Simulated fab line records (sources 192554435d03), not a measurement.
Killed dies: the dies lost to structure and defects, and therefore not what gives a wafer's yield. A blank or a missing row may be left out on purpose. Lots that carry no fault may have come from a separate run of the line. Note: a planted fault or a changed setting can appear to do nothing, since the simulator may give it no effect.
fab line records + flow n5_finfet
record:
- lots: 5
- wafers: 13
- last_day: 16
route steps=1938 shown MOL_CONTACT_COAG@520 BEOL_M4@1111
lots untouched by any fault: they come from a run of this same line in which no faults occurred
start_h: hours from the record's first day to the start of the lot's first wafer shown + wait_h: how many hours have passed since the lot's step before this one + " as in the row above + L1.1+2: several wafers, shown together as one row + - no value, or no start given + * or withheld: withheld + < > ~ a bound
route shown NAME@n: a module of which the file shows steps, and the number in the route of the first + usual: the fault-free wafers' mean and standard deviation + same: alike in all rows + chamber/n: place in a boat + sites: readings site by site + _std_site: standard deviation of those values + _edge_site: the outer-site mean with the inner-site mean subtracted + radius_mm: how far each site lies from the wafer's centre + mask NAME#n: copy n + behind: tool/chamber where the wafer was last shaped + hold: cause of the lot's hold/its duration in hours/its outcome + device: the n, p or np transistor that did not switch + end of line: the route-end tests of the same wafers + a step without rows: its recipe alone + killed: dies lost to structure and defects at the first sort, not the wafer's yield + map: per-die view of a wafer (x killed, . not killed, _ where there is no die)
set.NAME: the setting as run; set.NAME@STEP: as run at that earlier step + model.NAME: the simulator's own value behind a step, which no gauge read
lots at some steps of the route; a table a step, a row a wafer
services: the hour from which a tool's chamber was out of use, counted from the record's first day as start_h (under 0 if before that day), plus the number of hours and why
== steps ==
step: N5_MOL_CONTACT_COAG_COAT_02
recipe:
- resist: CAR-EUV
- spin_rpm: 1500
- resist_thk_nm: 30
step: N5_MOL_CONTACT_COAG_EBR_04
recipe:
- solvent: PGMEA
- ebr_width_mm: 1.5
step: N5_MOL_CONTACT_COAG_SOFTBAKE_03
recipe:
- temp_c: 110
- time_s: 60
- resist: CAR-EUV
step: N5_MOL_CONTACT_COAG_EXPOSE_05
recipe:
- mask_id: CA
- na: 0.33
- source_shape: annular
- sigma_inner: 0.4
- sigma_outer: 0.8
- polarization: unpolarized
- defocus_nm: 0
- dose_mj: 38.25
step: N5_MOL_CONTACT_COAG_PEB_06
recipe:
- peb_temp_c: 100
- peb_time_s: 60
- resist: CAR-EUV
step: N5_MOL_CONTACT_COAG_DEVELOP_07
recipe:
- develop_time_s: 30
- developer: TMAH
- resist: CAR-EUV
- rinse_liquid: surfactant_rinse
- dry: air_spin
- dev_temp_c: 23
step: N5_MOL_CONTACT_COAG_DESCUM_13
recipe:
- chemistry: O2
- time_s: 7
- source_power_w: 50
- bias_power_w: 20
- pressure_mtorr: 20
- rf_frequency_hz: 2.712e+07
- temp_c: 40
- resist: CAR-EUV
- o2_flow_sccm: 225
step: N5_MOL_CONTACT_COAG_ETCH_59
recipe:
- chemistry: N2/H2
- target: underlayer
- target_depth_a: 130
- mask_material: CAR-EUV
- time_s: 10.4
- ion_energy_ev: 200
- pressure_mtorr: 30
- source_w: 840
- bias_w: 150
- n2_flow_sccm: 200
- h2_flow_sccm: 200
- ends: cleared
step: N5_MOL_CONTACT_COAG_ETCH_105
recipe:
- chemistry: CF4
- target: SiARC
- target_depth_a: 156
- mask_material: CAR-EUV
- time_s: 26
- ion_energy_ev: 80
- pressure_mtorr: 40
- source_w: 545
- bias_w: 36
- Ar_flow_sccm: 100
- cf4_flow_sccm: 100
- ends: cleared
step: N5_MOL_CONTACT_COAG_ETCH_106
recipe:
- chemistry: N2/H2
- target: SOC
- target_depth_a: 800
- overetch_a: 160
- mask_material: SiARC
- temp_c: 40
- time_s: 120
- ion_energy_ev: 200
- pressure_mtorr: 30
- source_w: 840
- bias_w: 150
- n2_flow_sccm: 200
- h2_flow_sccm: 200
usual:
- drypump_motor_current_A: 5.8/0.45
- oes_product_au: 0.66/0.063
- rf_vpp_V: 524.2/2.3
- showerhead_plenum_p_Torr: 2.55/0.08
- throttle_valve_pct: 17.84/0.23
| lot.wafer | tool        | chamber | start_h | wait_h | drypump_motor_current_A | oes_product_au | rf_hours_counter_h | rf_vpp_V | showerhead_plenum_p_Torr | throttle_valve_pct | model.SiARC_of_MOL_CONTACT_COAG_COAT_104.thk_nm | model.MOL_CONTACT_COAG.cd_offset_nm |
|-----------|-------------|---------|---------|--------|-------------------------|----------------|--------------------|----------|--------------------------|--------------------|-------------------------------------------------|-------------------------------------|
| L570.1    | rie_diel-05 | 0       | 98.49   | 0.0    | 5.8                     | 0.65           | 191                | 526.6    | 2.62                     | 17.69              | 6.4                                             | -0.2                                |
| L570.4    | "           | 2       | "       | "      | 5.5                     | 0.63           | 246                | 521.4    | 2.49                     | 17.73              | 6.4                                             | 0                                   |
| L570.6    | "           | 3       | "       | "      | 6.5                     | 0.65           | -                  | 528.6    | 2.65                     | 18.19              | 6                                               | 0                                   |
| L572.1    | rie_diel-03 | 2       | 113.17  | 0.0    | 5.4                     | 0.61           | 219                | 522.5    | 2.50                     | 17.82              | 6.4                                             | -0.4                                |
| L572.3    | "           | 0       | "       | "      | 6.3                     | 0.62           | 217                | 523.1    | 2.51                     | 17.92              | 6.6                                             | -0.2                                |
| L572.5    | "           | 2       | "       | "      | 5.4                     | 0.61           | -                  | 523.2    | 2.50                     | 17.81              | 6.4                                             | -0.4                                |
| L578.3    | rie_diel-05 | 1       | 155.10  | 0.0    | 5.1                     | 0.63           | 213                | 524.8    | 2.62                     | 18.00              | 4.4                                             | 0.8                                 |
| L578.6    | "           | 0       | "       | "      | 5.7                     | 0.64           | -                  | 525.6    | 2.61                     | 17.72              | 6.4                                             | 0                                   |
| L582.1    | rie_diel-05 | 1       | 175.12  | 0.0    | 5.2                     | 0.62           | 220                | 525.1    | 2.62                     | 18.03              | 6.2                                             | 0                                   |
| L582.3    | "           | 3       | "       | "      | 6.5                     | 0.63           | 203                | 525.4    | 2.64                     | 18.23              | 4.2                                             | 0.8                                 |
| L585.2    | rie_diel-05 | 0       | 193.67  | 0.0    | 5.8                     | 0.63           | 227                | 526.3    | 2.61                     | 17.75              | 4.4                                             | 0.8                                 |
| L585.4    | "           | 0       | "       | "      | 5.7                     | 0.63           | -                  | 527.1    | 2.61                     | 17.74              | 6.4                                             | 0.2                                 |
| L585.6    | "           | 3       | "       | "      | 6.5                     | 0.62           | -                  | 526.8    | 2.64                     | 18.25              | 6.2                                             | 0.2                                 |
step: N5_MOL_CONTACT_COAG_STRIP_107
recipe:
- chemistry: N2/H2
- temp_c: 40
- n2_flow_sccm: 200
- h2_flow_sccm: 200
- rf_frequency_hz: 6e+07
step: N5_MOL_CONTACT_COAG_STRIP_108
recipe:
- chemistry: N2/H2
- temp_c: 40
- n2_flow_sccm: 200
- h2_flow_sccm: 200
- rf_frequency_hz: 6e+07
step: N5_MOL_CONTACT_COAG_CONTACT_ETCH_14
recipe:
- chemistry: C4F6/O2
- target: SiO2
- target_depth_a: 275
- overetch_a: 85
- mask_material: SOC
- pressure_mtorr: 30
- source_w: 370
- bias_w: 185
- Ar_flow_sccm: 300
- C4F6_flow_sccm: 16
- O2_flow_sccm: 10
- time_s: 20
- ion_energy_ev: 259.6
step: N5_MOL_CONTACT_COAG_STRIP_109
recipe:
- chemistry: C4F6/O2
- resist: SiARC
- rf_frequency_hz: 6e+07
step: N5_MOL_CONTACT_COAG_ETCH_15
recipe:
- chemistry: CH3F/O2
- target: SiNx
- target_depth_a: 70
- mask_material: SOC
- stop_on: Si:P
- over_etch_frac: 0.75
- ion_energy_ev: 120
- pressure_mtorr: 30
- source_w: 395
- bias_w: 73
- Ar_flow_sccm: 150
- CH3F_flow_sccm: 30
- O2_flow_sccm: 20
step: N5_MOL_CONTACT_COAG_ETCH_110
recipe:
- chemistry: CF4/O2
- target: Si
- target_depth_a: 25
- time_s: 8
- pressure_mtorr: 100
- source_w: 200
- bias_w: 12
- ion_energy_ev: 60
- Ar_flow_sccm: 100
- cf4_flow_sccm: 100
- O2_flow_sccm: 10
usual:
- drypump_motor_current_A: 5.8/0.45
- oes_ar_750_au: 0.75/0.065
- oes_product_au: 0.74/0.07
- rf_vpp_V: 127.6/2.8
- showerhead_plenum_p_Torr: 2.23/0.063
- throttle_valve_pct: 10.84/0.24
| lot.wafer | tool        | chamber | start_h | wait_h | drypump_motor_current_A | oes_ar_750_au | oes_product_au | rf_hours_counter_h | rf_vpp_V | showerhead_plenum_p_Torr | throttle_valve_pct | model.MOL_CONTACT_COAG.cd_offset_nm |
|-----------|-------------|---------|---------|--------|-------------------------|---------------|----------------|--------------------|----------|--------------------------|--------------------|-------------------------------------|
| L570.1    | rie_diel-05 | 0       | 98.68   | 0.0    | 5.8                     | 0.73          | 0.73           | 191                | 128.3    | 2.30                     | 10.73              | 0                                   |
| L570.4    | "           | 2       | "       | "      | 5.5                     | 0.68          | 0.68           | 246                | 131.8    | 2.19                     | 10.96              | 0                                   |
| L570.6    | "           | 3       | "       | "      | 6.5                     | 0.73          | 0.74           | -                  | 127.8    | 2.30                     | 10.99              | 0.4                                 |
| L572.1    | rie_diel-03 | 2       | 113.36  | 0.0    | 5.5                     | 0.70          | 0.70           | 219                | 126.2    | 2.20                     | 10.90              | -0.4                                |
| L572.3    | "           | 0       | "       | "      | 6.3                     | 0.69          | 0.68           | 217                | 125.9    | 2.20                     | 11.03              | -0.2                                |
| L572.5    | "           | 2       | "       | "      | 5.4                     | 0.70          | 0.69           | -                  | 123.2    | 2.20                     | 10.89              | -0.4                                |
| L578.3    | rie_diel-05 | 1       | 155.29  | 0.0    | 5.2                     | 0.73          | 0.71           | 213                | 127.0    | 2.28                     | 11.07              | 0.6                                 |
| L578.6    | "           | 0       | "       | "      | 5.8                     | 0.72          | 0.71           | -                  | 129.0    | 2.29                     | 10.79              | 0                                   |
| L582.1    | rie_diel-05 | 1       | 175.32  | 0.0    | 5.1                     | 0.73          | 0.71           | 220                | 126.6    | 2.28                     | 11.08              | -0.4                                |
| L582.3    | "           | 3       | "       | "      | 6.5                     | 0.72          | 0.72           | 203                | 129.6    | 2.29                     | 11.08              | 1                                   |
| L585.2    | rie_diel-05 | 0       | 193.87  | 0.0    | 5.7                     | 0.71          | 0.71           | 227                | 128.2    | 2.29                     | 10.82              | 1                                   |
| L585.4    | "           | 0       | "       | "      | 5.8                     | 0.71          | 0.71           | -                  | 127.0    | 2.29                     | 10.81              | 0.4                                 |
| L585.6    | "           | 3       | "       | "      | 6.5                     | 0.71          | 0.71           | -                  | 129.3    | 2.29                     | 11.11              | 0.4                                 |
step: N5_MOL_CONTACT_COAG_STRIP_98
recipe:
- chemistry: N2/H2
- power_w: 500
- temp_c: 40
- pressure_mtorr: 50
- rf_frequency_hz: 6e+07
- overash_fraction: 0.3
- bias_power_w: 8
- h2_frac: 0.5
- n2_flow_sccm: 300
- h2_flow_sccm: 300
step: N5_MOL_CONTACT_COAG_IMPLANT_129
recipe:
- species: Ge
- energy_kev: 3
- dose_cm2: 6e+14
- tilt_deg: 0
- rotation_deg: 0
step: N5_MOL_CONTACT_COAG_PRECLEAN_111
recipe:
- chemistry: NF3:NH3
- afs_cycles: 1
- temp_c: 30
- time_s: 20
- sublimation_temp_c: 180
- sublimation_time_s: 60
- pressure_torr: 3
- rf_power_w: 30
step: N5_MOL_CONTACT_COAG_TI_SIL_19
recipe:
- material: Ti
- target_thk_a: 42
- temp_c: 200
- chamber_pressure_pa: 5
- power_w: 5000
- time_s: 15
step: N5_MOL_CONTACT_COAG_ALD_20
recipe:
- material: TiN
- target_thk_a: 15
- temp_c: 400
- ald_precursor_family: TiCl4
- ald_co_reactant: NH3
- pulse_time_s: 1
- purge_time_s: 3
- co_reactant_purge_time_s: 2
- co_reactant_pulse_time_s: 2
- ald_cycles: 68
- pressure_torr: 3
step: N5_MOL_CONTACT_COAG_SIL_ANNEAL_21
recipe:
- temp_c: 550
- time_s: 60
- ambient: N2
step: N5_MOL_CONTACT_COAG_PRE_CLEAN_141
recipe:
- gas: H2/He
- time_s: 60
- temp_c: 300
step: N5_MOL_CONTACT_COAG_SPUTTER_143
recipe:
- material: Co
- target_thk_a: 25
- temp_c: 25
- chamber_pressure_pa: 0.2
step: N5_MOL_CONTACT_COAG_CO_FILL_22
recipe:
- material: Co
- target_thk_a: 200
- temp_c: 200
- precursor: CCTBA/H2
- pressure_torr: 30
step: N5_MOL_CONTACT_COAG_ANNEAL_113
recipe:
- temp_c: 400
- time_s: 300
- ambient: H2/N2
step: N5_MOL_CONTACT_COAG_PRE_CLEAN_142
recipe:
- gas: H2/He
- time_s: 60
- temp_c: 300
step: N5_MOL_CONTACT_COAG_SPUTTER_130
recipe:
- material: Co
- target_thk_a: 475
- temp_c: 25
- chamber_pressure_pa: 0.5
- power_w: 3000
step: N5_MOL_CONTACT_COAG_PRECLEAN_125
recipe:
- chemistry: DIW
- time_s: 57.5
- temp_c: 23
step: N5_MOL_CONTACT_COAG_SRD_126
recipe:
- dry_time_s: 32
- dry: n2_spin
- spin_rpm: 1500
step: N5_MOL_CONTACT_COAG_CMP_23
recipe:
- stop_on: SiO2
- t_overpolish_s: 1.5
- post_cmp_clean: cu_alkaline
- down_force_psi: 2
- platen_rpm: 50.289
- pad_velocity_m_s: 1.0006
- target_thk_nm: 0
step: N5_MOL_CONTACT_COAG_WET_ETCH_26
recipe:
- target: Co
- target_depth_nm: 13
step: N5_MOL_CONTACT_COAG_WET_ETCH_116
recipe:
- chemistry: SC1-inhibited
- target_depth_nm: 4.6
- dry: ipa_marangoni
- rinse_time_s: 30
- rinse_temp_c: 23
step: N5_MOL_CONTACT_COAG_ALD_27
recipe:
- material: SiOC
- target_thk_a: 170
- temp_c: 400
- ald_precursor_family: carbosiloxane
- ald_co_reactant: H2-plasma
- pulse_time_s: 1.5
- time_s: 2720
- purge_time_s: 2
- co_reactant_purge_time_s: 2
- ald_cycles: 340
- pressure_torr: 2
step: N5_MOL_CONTACT_COAG_CMP_28
recipe:
- stop_on: SiNx
- t_overpolish_s: 0.85
- post_cmp_clean: alkaline_brush
- down_force_psi: 4.15
- platen_rpm: 51.8
- pad_velocity_m_s: 1.0307
- target_thk_nm: 14.522
step: N5_BEOL_M4_RC_MEAS_101
usual:
- DIBL_N: 35.9/1.8
- DIBL_P: 36.2/2
- IOFF_N: 0.16/0.031
- IOFF_P: 0.22/0.041
- ION_N: 676/11
- ION_P: 465/8.5
- RC_DENSE_N: 19.1/0.41
- RC_DENSE_P: 23.8/0.54
- RC_N: 15.5/0.33
- RC_P: 19.4/0.43
- SS_N: 71.4/0.64
- SS_P: 73.2/0.7
- VT_N: 250/3.5
- VT_P: -250/3.9
| lot.wafer | tool      | chamber | start_h | wait_h | DIBL_N[mV/V] | DIBL_P[mV/V] | IOFF_N[nA/um] | IOFF_P[nA/um] | ION_N[uA/um] | ION_P[uA/um] | RC_DENSE_N[ohm.um] | RC_DENSE_P[ohm.um] | RC_N[ohm.um] | RC_P[ohm.um] | SS_N[mV/dec] | SS_P[mV/dec] | VT_N[mV] | VT_P[mV] |
|-----------|-----------|---------|---------|--------|--------------|--------------|---------------|---------------|--------------|--------------|--------------------|--------------------|--------------|--------------|--------------|--------------|----------|----------|
| L570.1    | prober-02 | 0       | 182.20  | 0.0    | 35.6         | 36.2         | 0.16          | 0.19          | 670          | 462          | 19.3               | 24.0               | 15.6         | 19.8         | 71.8         | 72.7         | 249      | -255     |
| L570.4    | "         | 0       | "       | "      | 33.7         | 33.2         | 0.12          | 0.16          | 659          | 452          | 18.9               | 23.7               | 15.4         | 19.5         | 70.6         | 72.3         | 253      | -252     |
| L570.6    | "         | 0       | "       | "      | 35.3         | 34.7         | 0.15          | 0.18          | 677          | 459          | 18.8               | 23.6               | 15.1         | 19.4         | 71.3         | 72.7         | 248      | -253     |
| L572.1    | prober-01 | 0       | 195.02  | 0.0    | 36.9         | 37.6         | 0.16          | 0.27          | 672          | 468          | 19.7               | 24.3               | 15.9         | 19.7         | 71.9         | 73.8         | 248      | -248     |
| L572.3    | "         | 0       | "       | "      | 37.8         | 38.1         | 0.20          | 0.29          | 701          | 481          | 19.4               | 23.8               | 15.6         | 19.4         | 72.3         | 73.7         | 243      | -244     |
| L572.5    | "         | 0       | "       | "      | 38.0         | 38.6         | 0.19          | 0.29          | 674          | 470          | 19.5               | 24.4               | 15.8         | 19.8         | 72.0         | 73.2         | 246      | -242     |
| L578.3    | prober-01 | 0       | 238.61  | 0.3    | 38.1         | 39.1         | 0.19          | 0.25          | 698          | 481          | 17.7               | 22.1               | 14.4         | 18.0         | 72.8         | 73.9         | 247      | -248     |
| L578.6    | "         | 0       | "       | "      | 37.4         | 37.7         | 0.16          | 0.22          | 686          | 466          | 19.1               | 23.8               | 15.5         | 19.4         | 72.1         | 73.1         | 248      | -247     |
| L582.1    | prober-01 | 0       | 257.21  | 0.0    | 36.1         | 36.0         | 0.19          | 0.23          | 679          | 468          | 19.0               | 23.6               | 15.5         | 19.0         | 71.4         | 73.5         | 246      | -247     |
| L582.3    | "         | 0       | "       | "      | 34.1         | 33.3         | 0.14          | 0.19          | 680          | 469          | 17.7               | 21.8               | 14.5         | 17.9         | 71.0         | 72.1         | 251      | -250     |
| L585.2    | prober-01 | 0       | 270.01  | 0.2    | 36.4         | 36.7         | 0.18          | 0.20          | 680          | 457          | 17.8               | 22.4               | 14.6         | 18.4         | 71.6         | 73.3         | 245      | -249     |
| L585.4    | "         | 0       | "       | "      | 38.6         | 39.7         | 0.24          | 0.25          | 682          | 462          | 18.7               | 23.6               | 15.5         | 19.3         | 72.3         | 74.4         | 242      | -249     |
| L585.6    | "         | 0       | "       | "      | 35.2         | 35.2         | 0.16          | 0.18          | 674          | 457          | 18.8               | 23.3               | 15.2         | 19.1         | 71.1         | 73.5         | 247      | -254     |
== services ==
| tool        | chamber | start_h | hours | kind                          |
|-------------|---------|---------|-------|-------------------------------|
| rie_diel-05 | 2       | 109.16  | -     | clean                         |
| rie_diel-05 | 2       | 109.16  | -     | consumable_replace:focus_ring |
| rie_diel-05 | 2       | 109.16  | 22.5  | scheduled_down                |
| rie_diel-05 | 2       | 109.16  | 22.5  | vent_cycle                    |
| rie_diel-05 | 1       | 141.45  | 1.7   | repair                        |
== key ==
first_sign:
- step: N5_BEOL_M4_RC_MEAS_101
- reading: RC_DENSE_N
- direction: down
- sigmas: 3.2
- usual: 19.1
- struck: 17.7
effect:
- step: N5_BEOL_M4_RC_MEAS_101
- reading: RC_DENSE_P
- direction: down
- sigmas: 3.2
- usual: 23.8
- struck: 22.1
effect:
- step: N5_BEOL_M4_RC_MEAS_101
- reading: RC_N
- direction: down
- sigmas: 3.1
- usual: 15.5
- struck: 14.5
effect:
- step: N5_BEOL_M4_RC_MEAS_101
- reading: RC_P
- direction: down
- sigmas: 3.1
- usual: 19.4
- struck: 18.1
model_effect:
- step: N5_MOL_CONTACT_COAG_ETCH_106
- value: SiARC_of_MOL_CONTACT_COAG_COAT_104.thk_nm
- without: 6.2
- struck: 4.333
model_effect:
- step: N5_MOL_CONTACT_COAG_ETCH_110
- value: MOL_CONTACT_COAG.cd_offset_nm
- without: 0.06667
- struck: 0.8667
met_at N5_MOL_CONTACT_COAG_ETCH_106
struck_wafers L578.3,L582.3,L585.2
onset_between 98.49 155.10
fault:
- kind: process_parameter_drift
- tool: rie_diel-05
- chamber: -
- onset_h: 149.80
- steps: N5_MOL_CONTACT_COAG_ETCH_106
- channel: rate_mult
- offset: 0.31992
- shape: step
- end_h: 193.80
- scope: struck_wafers_only
